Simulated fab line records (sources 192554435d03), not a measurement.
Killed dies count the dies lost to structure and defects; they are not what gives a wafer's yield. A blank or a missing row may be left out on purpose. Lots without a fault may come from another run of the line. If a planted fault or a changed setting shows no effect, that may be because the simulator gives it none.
fab line records ; flow n5-finfet
record: lots: 12; wafers: 28; last-day: 17
route steps=1938 shown BEOL_M13@1693 BEOL_M14@1716 PASSIVATION@1936
lots that met no fault: from a run of the same line without faults
start-h: hours from the record's opening day to when the first of the lot's shown wafers began ; wait-h: time in hours since the lot's previous step ; " the same as in the row above ; L1.1+2: several wafers, shown together as one row ; - no value, or no start was given ; * or withheld: withheld ; < > ~ a bound
route shown NAME@n: NAME is a module with steps in the file, n the number in the route of the first one ; usual: the fault-free wafers' mean and standard deviation ; same: alike in all rows ; chamber/n: place in a boat ; sites: each site's reading ; _std_site: standard deviation across them ; _edge_site: outer sites' mean less inner sites' ; radius-mm: how far each site lies from the wafer's centre ; mask NAME#n: copy n ; behind: the last tool/chamber to shape the wafer ; hold: cause of the lot's hold/its duration in hours/its outcome ; device: which transistor (n, p or np) failed to switch ; end of line: at the end of the route, the tests of the same wafers ; where a step has no rows: the recipe by itself ; killed: count of dies lost to structure and defects at first sort (not the wafer's yield) ; map: a wafer's dies, x killed, . not, _ none there
set.NAME: the run value of the setting; set.NAME@STEP: its run value at that earlier step ; model.NAME: the simulator's own value behind a step, which no gauge read
the route's steps for a sample of lots (tables are steps, rows are wafers)
services: a tool's chamber out of use, with start hour (start-h, from the record's first day; less than 0 if before it), hours out, and reason
== steps ==
step: N5_BEOL_M13_ETCH_67
recipe: chemistry: CF4; target: SiARC; target-depth-a: 1430; time-s: 238.3; ion-energy-ev: 80; pressure-mtorr: 40; source-w: 545; bias-w: 36; Ar_flow_sccm: 100; cf4-flow-sccm: 100; ends: cleared
usual: bias-w: 36.01/0.1; chamber-pressure-mTorr: 40.00/0.035; drypump-motor-current-A: 5.8/0.56; etch-rf-on-time-s: 235/4.4; oes-product-au: 0.71/0.062; rf-vpp-V: 184.6/1.1; showerhead-plenum-p-Torr: 2.19/0.059; throttle-valve-pct: 15.46/0.23
lot.wafer;tool;chamber;start-h;wait-h;bias-w;chamber-pressure-mTorr;drypump-motor-current-A;etch-rf-on-time-s;oes-product-au;rf-hours-counter-h;rf-vpp-V;showerhead-plenum-p-Torr;throttle-valve-pct
L646.2;rie-diel-06;2;247.15;0.0;36.06;40.02;5.5;235;0.75;34;183.9;2.10;15.17
L646.5;rie-diel-06;2;247.15;0.0;35.89;40.01;5.5;234;0.75;-;182.4;2.10;15.18
L645.3;rie-diel-06;3;247.76;0.0;36.11;39.92;5.9;237;0.64;163;184.7;2.14;15.56
L645.4;rie-diel-06;0;247.76;0.0;36.00;40.03;5.9;242;0.74;43;185.6;2.18;15.33
L645.5;rie-diel-06;3;247.76;0.0;36.03;40.05;6.0;238;0.65;-;183.6;2.14;15.57
L649.2;rie-diel-06;0;271.09;0.0;35.98;40.03;5.9;239;0.73;50;184.7;2.17;15.35
L649.3;rie-diel-06;1;271.09;0.0;36.04;40.03;6.8;241;0.58;235;186.2;2.19;15.90
L649.4;rie-diel-06;3;271.09;0.0;36.13;40.01;6.0;234;0.65;170;185.1;2.14;15.57
L650.1;rie-diel-04;2;279.10;0.0;36.14;40.00;5.4;233;0.73;58;186.1;2.26;15.45
L650.2;rie-diel-04;3;279.10;0.0;35.95;40.00;5.5;241;0.71;52;184.3;2.18;15.28
L656.4;rie-diel-04;1;320.18;0.0;35.83;40.03;4.7;232;0.75;32;183.7;2.19;15.05
L656.5;rie-diel-04;3;320.18;0.0;35.97;40.01;5.5;236;0.71;-;185.1;2.17;15.31
L659.2;rie-diel-06;1;327.25;0.0;36.05;39.92;6.8;241;0.56;253;184.7;2.19;15.91
L659.5;rie-diel-06;3;327.25;0.0;35.95;40.01;6.0;236;0.64;-;184.1;2.13;15.61
L658.1;rie-diel-06;0;327.80;0.0;36.18;39.98;6.0;241;0.71;69;184.3;2.17;15.40
L658.2;rie-diel-06;3;327.80;0.0;36.08;39.96;5.9;237;0.63;190;183.7;2.13;15.61
L657.1;rie-diel-03;0;327.84;0.0;36.05;39.96;5.9;233;0.75;56;185.1;2.26;15.39
L657.5;rie-diel-03;2;327.84;0.0;35.78;40.02;5.1;232;0.78;-;186.2;2.29;15.41
L660.4;rie-diel-06;0;336.95;0.1;36.21;39.98;5.9;240;0.71;-;184.9;2.17;15.40
L660.6;rie-diel-06;3;336.95;0.1;36.07;40.05;6.0;236;0.63;-;184.1;2.13;15.63
L662.3;rie-diel-03;2;348.70;0.0;36.03;40.04;5.1;227;0.77;26;185.6;2.28;15.43
L662.6;rie-diel-03;2;348.70;0.0;35.99;40.03;5.1;226;0.77;-;185.7;2.28;15.42
L665.1;rie-diel-06;1;371.58;0.0;36.06;40.00;6.8;230;0.81;7;184.3;2.19;15.41
L665.3;rie-diel-06;3;371.58;0.0;35.95;40.02;6.0;234;0.63;205;184.1;2.13;15.64
L665.6;rie-diel-06;2;371.58;0.0;36.15;40.02;5.5;229;0.72;-;183.5;2.09;15.26
L666.1;rie-diel-04;1;375.65;0.0;35.92;39.94;4.7;237;0.72;50;183.7;2.18;15.09
L666.2;rie-diel-04;3;375.65;0.0;36.12;40.01;5.5;237;0.69;79;183.7;2.17;15.33
L666.4;rie-diel-04;0;375.65;0.0;36.24;39.96;6.4;235;0.68;97;183.7;2.15;15.77
step: N5_BEOL_M13_THK_MEAS_50
recipe: thk-meas-gauge: xrf; reads: Cu_of_BEOL_M13_ECD_47
usual: M13_THK: 428/8.7
lot.wafer;tool;chamber;start-h;wait-h;M13_THK[nm]
L646.2;film-metro-01;-;250.25;-;436
L646.5;film-metro-01;-;250.25;-;437
L645.3;film-metro-02;-;250.79;-;425
L645.4;film-metro-02;-;250.79;-;426
L645.5;film-metro-02;-;250.79;-;429
L649.2;film-metro-01;-;274.85;-;430
L649.3;film-metro-01;-;274.85;-;414
L649.4;film-metro-01;-;274.85;-;436
L650.1;film-metro-01;-;289.89;-;434
L650.2;film-metro-01;-;289.89;-;429
L656.4;film-metro-02;-;322.49;-;430
L656.5;film-metro-02;-;322.49;-;432
L659.2;film-metro-02;-;335.33;-;402
L659.5;film-metro-02;-;335.33;-;423
L658.1;film-metro-02;-;335.56;-;421
L658.2;film-metro-02;-;335.56;-;422
L657.1;film-metro-02;-;338.45;-;437
L657.5;film-metro-02;-;338.45;-;438
L660.4;film-metro-01;-;339.55;-;431
L660.6;film-metro-01;-;339.55;-;430
L662.3;film-metro-01;-;352.83;-;433
L662.6;film-metro-01;-;352.83;-;434
L665.1;film-metro-01;-;374.12;-;426
L665.3;film-metro-01;-;374.12;-;430
L665.6;film-metro-01;-;374.12;-;425
L666.1;film-metro-02;-;377.68;-;435
L666.2;film-metro-02;-;377.68;-;436
L666.4;film-metro-02;-;377.68;-;436
step: N5_BEOL_M13_RS_MEAS_54
recipe: thk-meas-gauge: four-point-probe; reads: Cu_of_BEOL_M13_ECD_47+Ta_of_BEOL_M13_SPUTTER_44+TaN_of_BEOL_M13_SPUTTER_43
usual: M13_RS: 0.0447/0.0009
lot.wafer;tool;chamber;start-h;wait-h;M13_RS[ohm/sq]
L646.2;film-metro-01;-;250.38;0.1;0.0448
L646.5;film-metro-01;-;250.38;0.1;0.0449
L645.3;film-metro-01;-;250.92;0.1;0.0446
L645.4;film-metro-01;-;250.92;0.1;0.0447
L645.5;film-metro-01;-;250.92;0.1;0.0445
L649.2;film-metro-01;-;274.99;0.1;0.0444
L649.3;film-metro-01;-;274.99;0.1;0.0461
L649.4;film-metro-01;-;274.99;0.1;0.0441
L650.1;film-metro-02;-;290.02;0.0;0.0444
L650.2;film-metro-02;-;290.02;0.0;0.0449
L656.4;film-metro-01;-;322.62;0.0;0.0442
L656.5;film-metro-01;-;322.62;0.0;0.0440
L659.2;film-metro-02;-;335.47;0.1;0.0475
L659.5;film-metro-02;-;335.47;0.1;0.0451
L658.1;film-metro-02;-;335.69;0.0;0.0452
L658.2;film-metro-02;-;335.69;0.0;0.0448
L657.1;film-metro-02;-;338.57;0.0;0.0441
L657.5;film-metro-02;-;338.57;0.0;0.0436
L660.4;film-metro-01;-;339.68;0.0;0.0449
L660.6;film-metro-01;-;339.68;0.0;0.0448
L662.3;film-metro-01;-;352.96;0.1;0.0441
L662.6;film-metro-01;-;352.96;0.1;0.0438
L665.1;film-metro-02;-;374.25;0.0;0.0449
L665.3;film-metro-02;-;374.25;0.0;0.0445
L665.6;film-metro-02;-;374.25;0.0;0.0448
L666.1;film-metro-02;-;377.81;0.0;0.0438
L666.2;film-metro-02;-;377.81;0.0;0.0437
L666.4;film-metro-02;-;377.81;0.0;0.0438
step: N5_BEOL_M14_ILD_DEP_00
recipe: material: SiO2; target-thk-a: 11193; temp-c: 400; precursor: TEOS/O2; pressure-torr: 6.5; rf-w: 900; teos-flow-sccm: 161.4; gas: O2; flow-sccm: 2650; time-s: 237.4
usual: chamber-pressure-Torr: 6.500/0.017; heater-power-w: 590/120; run-length-s: 280.1/0.56; showerhead-plenum-p-Torr: 8.35/0.036; throttle-valve-pct: 19.0/0.93
lot.wafer;tool;chamber;start-h;wait-h;chamber-pressure-Torr;heater-power-w;run-length-s;showerhead-plenum-p-Torr;throttle-valve-pct
L646.2;pecvd-03;0;250.44;0.0;6.475;657;280.7;8.35;18.4
L646.5;pecvd-03;2;250.44;0.0;6.463;480;279.0;8.32;17.4
L645.3;pecvd-03;1;250.98;0.0;6.505;628;280.1;8.33;19.5
L645.4;pecvd-03;1;250.98;0.0;6.515;716;280.7;8.31;19.4
L645.5;pecvd-03;0;250.98;0.0;6.493;541;279.8;8.38;18.5
L649.2;pecvd-01;1;275.05;0.0;6.478;543;280.9;8.40;21.1
L649.3;pecvd-01;2;275.05;0.0;6.493;603;281.6;8.38;18.6
L649.4;pecvd-01;1;275.05;0.0;6.492;589;280.6;8.36;20.9
L650.1;pecvd-02;0;290.08;0.0;6.509;598;280.2;8.40;18.9
L650.2;pecvd-02;1;290.08;0.0;6.509;736;279.6;8.38;19.5
L656.4;pecvd-03;2;322.76;0.1;6.495;603;279.0;8.32;17.4
L656.5;pecvd-03;0;322.76;0.1;6.495;692;368.5;8.38;18.5
L659.2;pecvd-02;0;335.53;0.0;6.482;624;280.1;8.37;18.7
L659.5;pecvd-02;0;335.53;0.0;6.485;458;279.6;8.40;18.8
L658.1;pecvd-03;1;335.75;0.0;6.541;757;280.3;8.31;19.4
L658.2;pecvd-03;0;335.75;0.0;6.507;682;368.6;8.39;18.7
L657.1;pecvd-03;0;338.64;0.0;6.521;620;280.0;8.36;18.4
L657.5;pecvd-03;0;338.64;0.0;6.503;551;368.7;8.36;18.5
L660.4;pecvd-01;0;339.82;0.1;6.497;307;280.0;8.30;19.7
L660.6;pecvd-01;1;339.82;0.1;6.521;537;280.8;8.38;21.0
L662.3;pecvd-01;2;353.02;0.0;6.497;527;280.8;8.39;18.9
L662.6;pecvd-01;2;353.02;0.0;6.498;588;280.7;8.38;18.5
L665.1;pecvd-01;1;374.31;0.0;6.484;535;280.3;8.37;20.8
L665.3;pecvd-01;2;374.31;0.0;6.486;505;280.9;8.35;18.8
L665.6;pecvd-01;0;374.31;0.0;6.477;304;280.6;8.31;19.8
L666.1;pecvd-02;0;377.87;0.0;6.504;463;280.0;8.39;18.8
L666.2;pecvd-02;2;377.87;0.0;6.509;506;280.4;8.37;19.0
L666.4;pecvd-02;0;377.87;0.0;6.515;558;279.7;8.39;18.6
step: N5_BEOL_M14_THK_MEAS_01
recipe: reads: SiO2_of_BEOL_M14_ILD_DEP_00
usual: M14_ILD_THK: 1120/17
lot.wafer;tool;chamber;start-h;wait-h;M14_ILD_THK[nm]
L646.2;film-metro-02;-;250.64;0.1;1118
L646.5;film-metro-02;-;250.64;0.1;1100
L645.3;film-metro-01;-;251.18;0.1;1110
L645.4;film-metro-01;-;251.18;0.1;1125
L645.5;film-metro-01;-;251.18;0.1;1149
L649.2;film-metro-01;-;275.32;0.2;1127
L649.3;film-metro-01;-;275.32;0.2;1137
L649.4;film-metro-01;-;275.32;0.2;1151
L650.1;film-metro-01;-;290.27;0.1;1118
L650.2;film-metro-01;-;290.27;0.1;1120
L656.4;film-metro-02;-;322.87;0.0;1136
L656.5;film-metro-02;-;322.87;0.0;1572
L659.2;film-metro-02;-;335.72;0.1;1113
L659.5;film-metro-02;-;335.72;0.1;1129
L658.1;film-metro-02;-;336.02;0.2;1108
L658.2;film-metro-02;-;336.02;0.2;1540
L657.1;film-metro-02;-;338.91;0.2;1132
L657.5;film-metro-02;-;338.91;0.2;1553
L660.4;film-metro-02;-;339.94;0.0;1117
L660.6;film-metro-02;-;339.94;0.0;1130
L662.3;film-metro-01;-;353.21;0.1;1078
L662.6;film-metro-01;-;353.21;0.1;1108
L665.1;film-metro-02;-;374.50;0.1;1118
L665.3;film-metro-02;-;374.50;0.1;1102
L665.6;film-metro-02;-;374.50;0.1;1128
L666.1;film-metro-02;-;378.06;0.1;1120
L666.2;film-metro-02;-;378.06;0.1;1110
L666.4;film-metro-02;-;378.06;0.1;1142
step: N5_PASSIVATION_PROBE_49
usual: defect-limited-yield: 91.5/1.5; killed_at_M0_to_M3: 30/11; killed_at_M4_up: 13/4.9; killed-at-contacts: 14/6.5; killed-at-front-end: 40/11; killed-at-other: 3.3/2.7; killed-dies: 100/18; killed-on-rim: 13/3.8; killed-open: 67/14; killed-short: 32/7.8; sort_bin_5_function: 5.0/0.97; sort_bin_6_memory: 3.2/0.75; sort-n-pass: 1080/18; sort-yield-pct: 91.5/1.5
same: gross-dies: 1180; killed-at-back-side: 0; sort_bin_4_leakage[%]: 0; sort_bin_8_speed[%]: 0
lot.wafer;tool;chamber;start-h;wait-h;defect-limited-yield[%];killed_at_M0_to_M3;killed_at_M4_up;killed-at-contacts;killed-at-front-end;killed-at-other;killed-dies;killed-on-rim;killed-open;killed-short;sort_bin_5_function[%];sort_bin_6_memory[%];sort-n-pass;sort-yield-pct[%]
L645.3;prober-01;-;285.01;0.1;91.1;38;13;10;40;4;105;9;78;27;5.0;3.5;1075;91.1
L645.4;prober-01;-;285.06;0.2;93.1;28;18;10;25;1;82;8;60;22;4.0;2.8;1098;93.1
L645.5;prober-01;-;285.11;0.2;93.1;13;22;15;30;1;81;16;66;15;4.2;2.5;1099;93.1
L656.4;prober-01;-;354.90;0.2;87.2;58;10;27;53;3;151;13;110;41;7.9;4.5;1029;87.2
L656.5;prober-01;-;354.95;0.2;90.2;44;14;22;35;1;116;15;85;31;5.6;3.9;1064;90.2
L659.2;prober-02;-;365.97;0.1;90.3;57;7;9;39;2;114;14;68;46;4.9;4.3;1066;90.3
L658.2;prober-01;-;369.06;0.1;93.1;16;12;13;35;5;81;9;55;26;4.2;2.2;1099;93.1
L660.4;prober-02;-;370.66;0.9;90.8;32;18;5;49;5;109;12;65;43;5.0;3.7;1071;90.8
L660.6;prober-02;-;370.76;1.0;89.1;36;30;9;50;4;129;15;91;37;6.8;3.6;1051;89.1
L665.1;prober-01;-;398.97;0.0;93.4;19;13;7;34;5;78;6;53;24;3.5;3.0;1102;93.4
L665.3;prober-01;-;399.07;0.1;93.3;18;10;10;37;4;79;9;48;28;4.3;2.1;1101;93.3
L665.6;prober-01;-;399.22;0.3;94.1;19;7;4;36;4;70;8;52;17;3.0;2.6;1110;94.1
L666.1;prober-02;-;403.25;0.0;87.3;39;16;18;76;1;150;13;113;37;7.1;5.3;1030;87.3
L666.2;prober-02;-;403.30;0.1;88.7;32;26;14;54;7;133;20;87;45;6.2;4.7;1047;88.7
L666.4;prober-02;-;403.40;0.2;90.8;31;20;11;42;4;108;14;80;28;5.5;3.2;1072;90.8
killed by level:class
L645.3 STI_FIN_REVEAL:geometric-particle:open=14 BEOL_M2:geometric-particle:open=12 MOL_CONTACT_COAG:geometric-particle:open=9 BEOL_M0_SAQP:geometric-particle:open=9 BEOL_M1:geometric-particle:open=6 BEOL_M0_SAQP:geometric-particle:short=5 STARTING-WAFER:geometric-particle:open=5 BEOL_M4:geometric-particle:open=5
L645.4 MOL_CONTACT_COAG:geometric-particle:open=8 BEOL_M5:geometric-particle:open=7 BEOL_M0_SAQP:geometric-particle:open=6 BEOL_M2:geometric-particle:open=6 DUMMY_GATE:geometric-particle:open=5 BEOL_M4:geometric-particle:open=5 STARTING-WAFER:geometric-particle:open=4 FIN_SAQP:geometric-particle:short=3
L645.5 MOL_CONTACT_COAG:geometric-particle:open=14 BEOL_M4:geometric-particle:open=9 STI_FIN_REVEAL:geometric-particle:open=7 FIN_SAQP:geometric-particle:open=6 DUMMY_GATE:geometric-particle:open=6 BEOL_M5:geometric-particle:open=6 BEOL_M0_SAQP:geometric-particle:open=5 GATE_CUT:geometric-particle:short=3
L656.4 MOL_CONTACT_COAG:geometric-particle:open=25 FIN_SAQP:geometric-particle:open=13 FIN_SAQP:geometric-particle:short=13 BEOL_M3:geometric-particle:open=12 BEOL_M2:geometric-particle:short=10 BEOL_M0_SAQP:geometric-particle:open=10 BEOL_M2:geometric-particle:open=10 STI_FIN_REVEAL:geometric-particle:open=9
L656.5 MOL_CONTACT_COAG:geometric-particle:open=21 BEOL_M0_SAQP:geometric-particle:open=15 FIN_SAQP:geometric-particle:open=14 BEOL_M0_SAQP:geometric-particle:short=11 BEOL_M2:geometric-particle:open=7 FIN_SAQP:geometric-particle:short=6 STI_FIN_REVEAL:geometric-particle:open=4 BEOL_M5:geometric-particle:open=4
L659.2 BEOL_M0_SAQP:geometric-particle:short=17 BEOL_M1:geometric-particle:open=10 FIN_SAQP:geometric-particle:open=9 BEOL_M0_SAQP:geometric-particle:open=8 FIN_SAQP:geometric-particle:short=7 BEOL_M2:geometric-particle:open=7 MOL_CONTACT_COAG:geometric-particle:open=6 STARTING-WAFER:geometric-particle:open=6
L658.2 MOL_CONTACT_COAG:geometric-particle:open=11 STI_FIN_REVEAL:geometric-particle:open=7 FIN_SAQP:geometric-particle:short=6 BEOL_M3:geometric-particle:open=6 FIN_SAQP:geometric-particle:open=5 GATE_CUT:geometric-particle:short=4 DUMMY_GATE:geometric-particle:open=3 BEOL_M6:geometric-particle:open=3
L660.4 FIN_SAQP:geometric-particle:short=14 FIN_SAQP:geometric-particle:open=10 STI_FIN_REVEAL:geometric-particle:open=10 BEOL_M4:geometric-particle:open=10 BEOL_M2:geometric-particle:open=6 BEOL_M0_SAQP:geometric-particle:short=5 BEOL_M1:geometric-particle:open=5 MOL_CONTACT_COAG:geometric-particle:open=4
L660.6 STI_FIN_REVEAL:geometric-particle:open=20 BEOL_M4:geometric-particle:open=17 BEOL_M0_SAQP:geometric-particle:short=10 FIN_SAQP:geometric-particle:open=9 FIN_SAQP:geometric-particle:short=9 BEOL_M3:geometric-particle:open=9 MOL_CONTACT_COAG:geometric-particle:open=8 STI_FIN_REVEAL:geometric-particle:short=5
L665.1 DUMMY_GATE:geometric-particle:open=8 GATE_CUT:geometric-particle:short=6 BEOL_M1:geometric-particle:open=6 MOL_CONTACT_COAG:geometric-particle:open=5 BEOL_M4:geometric-particle:open=4 FIN_SAQP:geometric-particle:short=4 FIN_SAQP:geometric-particle:open=4 BEOL_M0_SAQP:geometric-particle:open=4
L665.3 FIN_SAQP:geometric-particle:short=10 MOL_CONTACT_COAG:geometric-particle:open=9 STI_FIN_REVEAL:geometric-particle:open=6 BEOL_M0_SAQP:geometric-particle:open=5 BEOL_M1:geometric-particle:open=5 FIN_SAQP:geometric-particle:open=3 STI_FIN_REVEAL:geometric-particle:short=3 GATE_CUT:geometric-particle:open=3
L665.6 STI_FIN_REVEAL:geometric-particle:open=9 DUMMY_GATE:geometric-particle:open=7 BEOL_M0_SAQP:geometric-particle:short=5 FIN_SAQP:geometric-particle:open=4 MOL_CONTACT_COAG:geometric-particle:open=4 DUMMY_GATE:geometric-particle:short=3 GATE_CUT:geometric-particle:open=3 BEOL_M0:geometric-particle:open=3
L666.1 FIN_SAQP:geometric-particle:open=34 STI_FIN_REVEAL:geometric-particle:open=17 MOL_CONTACT_COAG:geometric-particle:open=16 FIN_SAQP:geometric-particle:short=14 BEOL_M0_SAQP:geometric-particle:open=10 BEOL_M4:geometric-particle:open=9 BEOL_M0_SAQP:geometric-particle:short=7 BEOL_M3:geometric-particle:open=6
L666.2 FIN_SAQP:geometric-particle:open=14 FIN_SAQP:geometric-particle:short=12 MOL_CONTACT_COAG:geometric-particle:open=10 BEOL_M2:geometric-particle:open=9 BEOL_M4:geometric-particle:open=8 BEOL_M0_SAQP:geometric-particle:short=7 GATE_CUT:geometric-particle:short=6 BEOL_M5:geometric-particle:open=6
L666.4 FIN_SAQP:geometric-particle:open=13 BEOL_M2:geometric-particle:open=11 MOL_CONTACT_COAG:geometric-particle:open=9 BEOL_M3:geometric-particle:open=9 STI_FIN_REVEAL:geometric-particle:open=8 BEOL_M1:geometric-particle:open=8 FIN_SAQP:geometric-particle:short=6 BEOL_M4:geometric-particle:short=4
== services ==
tool;chamber;start-h;hours;kind
rie-diel-03;1;231.32;3.0;repair
pecvd-03;-;231.62;0.9;repair
pecvd-02;0;234.62;16.0;repair
rie-diel-06;2;238.25;3.6;repair
rie-diel-03;2;254.58;-;clean
rie-diel-03;2;254.58;-;consumable-replace:focus-ring
rie-diel-03;2;254.58;-;consumable-replace:showerhead
rie-diel-03;2;254.58;14.9;scheduled-down
pecvd-01;0;267.38;19.8;repair
rie-diel-04;-;275.75;2.8;pm
pecvd-02;-;291.96;6.0;pm
rie-diel-03;0;295.00;6.5;repair
pecvd-02;1;306.84;14.1;repair
pecvd-03;2;309.88;2.1;scheduled-down
rie-diel-06;2;321.04;7.1;repair
rie-diel-06;1;328.31;-;clean
rie-diel-06;1;328.31;-;consumable-replace:focus-ring
rie-diel-06;1;328.31;20.0;scheduled-down
rie-diel-06;1;328.31;20.0;vent-cycle
pecvd-03;2;333.14;18.1;repair
pecvd-02;-;339.29;5.5;pm
pecvd-02;1;346.86;5.5;scheduled-down
pecvd-03;-;352.72;0.6;repair
rie-diel-04;2;355.01;6.3;repair
== key ==
first-sign: step: N5_BEOL_M14_ILD_DEP_00; reading: run-length-s; direction: up; sigmas: 99+; usual: *; struck: *
effect: step: N5_BEOL_M14_THK_MEAS_01; reading: M14_ILD_THK; direction: up; sigmas: 26; usual: 1120; struck: 1555
met-at N5_BEOL_M14_ILD_DEP_00
struck-lots L656,L657,L658
struck-wafers L656.5,L657.5,L658.2
not-acting-at N5_BEOL_M13_ETCH_67,N5_BEOL_M13_THK_MEAS_50,N5_BEOL_M13_RS_MEAS_54
onset-between 250.98 322.76
fault: kind: process-parameter-drift; tool: pecvd-03; chamber: -; onset-h: 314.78; steps: N5_BEOL_M14_ILD_DEP_00; channel: time-s; offset: *; shape: step; end-h: 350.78; scope: struck-wafers-only; acts-in: *; stated: *
